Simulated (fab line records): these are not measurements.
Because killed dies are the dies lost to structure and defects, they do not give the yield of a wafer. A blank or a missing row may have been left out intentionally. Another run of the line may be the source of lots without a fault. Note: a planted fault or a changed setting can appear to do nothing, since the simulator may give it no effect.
Chamber matching | flow nandHarc | NHARC_P_M0_PRE_CLEAN_31 on pecvd-03: 3 sister chambers
The step time 12 s. 6 wafers are shown with their chamber, then 11 later ones without.

WAFERS WITH THEIR CHAMBER
wafer  | chamber | heaterPowerW (W) | susceptorTempC (C)
L080.2 | 1       | 658              | 370.03
L086.4 | 2       | 537              | 369.87
L087.1 | 0       | 630              | 369.99
L087.5 | 1       | 638              | 370.06
L087.6 | 2       | 530              | 370.20
L088.1 | 0       | 613              | 369.98

WAFERS MISSING THEIR CHAMBER
wafer  | heaterPowerW (W) | susceptorTempC (C)
L088.5 | 606              | 369.96
L088.6 | 655              | 370.35
L089.1 | 633              | 370.06
L089.3 | 606              | 369.77
L089.6 | 607              | 370.05
L093.2 | 553              | 369.75
L093.4 | 645              | 369.65
L093.5 | 541              | 369.73
L097.1 | 600              | 369.92
L097.4 | 638              | 369.75
L097.5 | 604              | 370.13

WHICH CHAMBER EACH ONE RAN IN
wafer  | from the rows above     | in truth
L088.5 | 0                       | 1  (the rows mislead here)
L088.6 | can't be placed: 1 or 0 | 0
L089.1 | can't be placed: 0 or 1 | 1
L089.3 | 0                       | 0
L089.6 | 0                       | 0
L093.2 | 2                       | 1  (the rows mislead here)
L093.4 | can't be placed: 1 or 0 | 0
L093.5 | 2                       | 2
L097.1 | 0                       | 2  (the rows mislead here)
L097.4 | can't be placed: 0 or 1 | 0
L097.5 | 0                       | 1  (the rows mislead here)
Correct placement for 3 of the 11. Can't be placed from these rows: 4 (the true chamber is among the candidates in 4). Number placed wrongly: 4.
How it was worked out, from the rows above alone: a wafer's distance from a chamber is the root of the sum, over the readings, of the square of ((its reading less the chamber's mean) divided by the reading's scatter). The wafer belongs to the nearest chamber; if the next one is less than 2 further off, it can't be placed. Each chamber's mean is taken over the wafers shown for it. How the scatter is found: for the shown wafers, subtract from each reading the mean of its chamber, square and add these, divide the total by (wafers less chambers), then take the root.
